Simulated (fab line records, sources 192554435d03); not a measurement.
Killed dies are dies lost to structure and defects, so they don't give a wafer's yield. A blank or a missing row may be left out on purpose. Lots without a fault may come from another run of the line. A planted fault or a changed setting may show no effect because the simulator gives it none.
Chamber matching | flow n5_finfet | N5_BEOL_M10_VIA_ETCH_34 on rie_diel-06: 4 sister chambers
The step etches SiCOH lowk in C4F6/O2, target depth 184.5 nm, time 69.2 s. 4 wafers are shown with their chamber, then 9 later ones without.

WAFERS WITH THEIR CHAMBER
wafer  | chamber | rf_vpp_V (V)
L084.4 | 3       | 636
L084.5 | 0       | 709
L090.5 | 1       | 656
L090.6 | 2       | 670

WAFERS WITHOUT THEIR CHAMBER
wafer  | rf_vpp_V (V)
L094.1 | 637
L094.2 | 655
L094.4 | 670
L093.2 | 668
L093.4 | 656
L093.5 | 710
L097.1 | 669
L097.2 | 637
L097.6 | 635

WHICH CHAMBER EACH WENT THROUGH
wafer  | from the rows above | in truth
L094.1 | 3                   | 3
L094.2 | 1                   | 1
L094.4 | 2                   | 2
L093.2 | 2                   | 2
L093.4 | 1                   | 1
L093.5 | 0                   | 0
L097.1 | 2                   | 2
L097.2 | 3                   | 3
L097.6 | 3                   | 3
Placed correctly: 9 of 9. Can't be placed from these rows: 0. Placed wrongly: 0.
How it was worked out, from the rows above alone: a wafer's distance from a chamber is the root of the sum, over the readings, of the square of ((its reading less the chamber's mean) divided by the reading's scatter). The wafer belongs to the nearest chamber; if the next one is less than 2 further off, it can't be placed. A chamber's mean is the mean of its shown wafers. The scatter: with one shown wafer a chamber, the root of the mean of the squares of how far each hidden wafer lies from its nearest shown one.
